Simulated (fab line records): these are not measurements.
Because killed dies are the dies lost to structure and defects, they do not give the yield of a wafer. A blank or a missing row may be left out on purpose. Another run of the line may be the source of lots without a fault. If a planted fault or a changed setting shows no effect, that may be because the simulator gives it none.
The tool behind it: which one?    flow n5_finfet    12 lots with 36 wafers sampled at 4 steps, on a route of 1938 steps

## WHAT THE GAUGES SHOWED, per wafer
N5_BEOL_M6_INSPECT_13: inspects for defects (brightfield).
lot   measured      on                 raw_defect_count
L076  day 8 20:18   defect_inspect-01  410 663 542
L077  day 9 05:10   defect_inspect-01  360 321 361
L079  day 9 16:21   defect_inspect-02  445 516 420
L081  day 10 00:41  defect_inspect-02  302 416 389
L083  day 10 15:15  defect_inspect-02  447 449 444
L085  day 11 04:16  defect_inspect-02  352 354 465
L087  day 11 19:41  defect_inspect-01  347 359 425
L089  day 12 03:08  defect_inspect-01  424 293 399
L091  day 12 10:32  defect_inspect-01  411 563 329
L093  day 13 05:54  defect_inspect-02  345 278 422
L095  day 13 19:22  defect_inspect-02  365 264 347
L096  day 14 04:21  defect_inspect-01  381 313 280

## WHAT TOOL EACH LOT RAN ON (gives the tool, then ch and the chambers of the sampled wafers, and finally the start)
lot   N5_BEOL_M5_STRIP_64                 N5_BEOL_M5_ANNEAL_51              N5_BEOL_M5_DEP_56
L076  rie_diel-06 ch 1,2,3, day 8 09:29   rtp_anneal-01 ch 0, day 8 16:55   pecvd-02 ch 0,1,2, day 8 18:01
L077  rie_diel-02 ch 1,2,3, day 8 17:14   rtp_anneal-01 ch 0, day 9 01:53   pecvd-03 ch 0,2, day 9 02:56
L079  rie_diel-02 ch 0,1,2, day 9 06:55   rtp_anneal-01 ch 0, day 9 14:04   pecvd-03 ch 0,1, day 9 14:51
L081  rie_diel-05 ch 1,2, day 9 13:44     rtp_anneal-01 ch 0, day 9 22:19   pecvd-01 ch 1, day 9 23:04
L083  rie_diel-05 ch 0,1,2, day 10 03:52  rtp_anneal-02 ch 0, day 10 11:49  pecvd-01 ch 0,1, day 10 12:46
L085  rie_diel-05 ch 0,2,3, day 10 15:32  rtp_anneal-01 ch 0, day 11 01:38  pecvd-03 ch 0,2, day 11 02:27
L087  rie_diel-06 ch 0,3, day 11 08:31    rtp_anneal-02 ch 0, day 11 16:09  pecvd-02 ch 0,1, day 11 16:57
L089  rie_diel-02 ch 0,1,3, day 11 15:26  rtp_anneal-02 ch 0, day 12 00:31  pecvd-01 ch 1,2, day 12 01:14
L091  rie_diel-06 ch 0,3, day 11 23:22    rtp_anneal-01 ch 0, day 12 07:24  pecvd-01 ch 0,1,2, day 12 08:09
L093  rie_diel-05 ch 0,3, day 12 17:07    rtp_anneal-01 ch 0, day 13 01:52  pecvd-01 ch 0,1,2, day 13 02:39
L095  rie_diel-02 ch 0,1,2, day 13 09:56  rtp_anneal-01 ch 0, day 13 17:14  pecvd-03 ch 1,2, day 13 18:01
L096  rie_diel-05 ch 0,2, day 13 18:31    rtp_anneal-01 ch 0, day 14 01:56  pecvd-02 ch 0,2, day 14 02:41
- N5_BEOL_M5_STRIP_64: strips in CF4.
- N5_BEOL_M5_ANNEAL_51: time 90 s.
- N5_BEOL_M5_DEP_56: deposits SiCN from 3MS/NH3, target thk 8 nm, time 14 s.

## THE ANSWER, worked out from the rows above alone
Rule: usual is defined by the lots themselves. Put in order of their means at a reading, lots are off if they are a third of the lots or fewer, leave a main group of 4 or more, and stand apart from it by a gap of 3 or more times the standard deviation of the main group's means; of several such gaps the widest counts. If all means in a main group match to the digits the tables above print for the reading, that group is not used. A lot without any number at a reading at which 4 lots or more have one is off too. All remaining lots with rows at the step are treated as sound.
Across all readings shown, no lot is off: no conclusion can be drawn from this.

## WHAT THE SIMULATOR HAD INSERTED
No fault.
